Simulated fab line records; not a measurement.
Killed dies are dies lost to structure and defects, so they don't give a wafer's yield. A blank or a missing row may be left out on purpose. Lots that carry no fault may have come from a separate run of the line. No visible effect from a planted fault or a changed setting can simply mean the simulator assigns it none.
Matching of chambers	flow n5_finfet	cmp-01 running N5_HKMG_FIN_CMP_94: 4 sister chambers
The step polishes, stops on SiNx, t overpolish 4.7 s, target thk 43.299 nm. 4 wafers are shown with their chamber, then 9 later ones without.

== WAFERS, EACH WITH ITS CHAMBER ==
wafer	chamber	motor_current_A (A)
L083.5	1	10.0
L084.5	2	10.3
L088.1	3	11.6
L088.6	0	13.1

== WAFERS WHOSE CHAMBER IS MISSING ==
wafer	motor_current_A (A)
L092.2	10.3
L092.3	12.1
L092.5	13.4
L094.1	10.1
L094.3	10.4
L094.4	11.6
L096.3	11.1
L096.4	10.5
L096.5	10.4

== WHICH CHAMBER EACH WENT THROUGH ==
wafer	from the rows above	in truth
L092.2	can't be placed: 2 or 1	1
L092.3	can't be placed: 3 or 0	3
L092.5	0	0
L094.1	can't be placed: 1 or 2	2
L094.3	can't be placed: 2 or 1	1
L094.4	3	3
L096.3	can't be placed: 3 or 2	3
L096.4	can't be placed: 2 or 1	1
L096.5	can't be placed: 2 or 1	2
2 of 9 placed correctly. Not placeable from these rows: 7 (in 7, the candidates include the true chamber). Number placed wrongly: 0.
How it was worked out, from the rows above alone: a wafer's distance from a chamber is the root of the sum, over the readings, of the square of ((its reading less the chamber's mean) divided by the reading's scatter). The wafer belongs to the nearest chamber; if the next one is less than 2 further off, it can't be placed. A chamber's mean is the mean of its shown wafers. The scatter: with one shown wafer a chamber, the root of the mean of the squares of how far each hidden wafer lies from its nearest shown one.
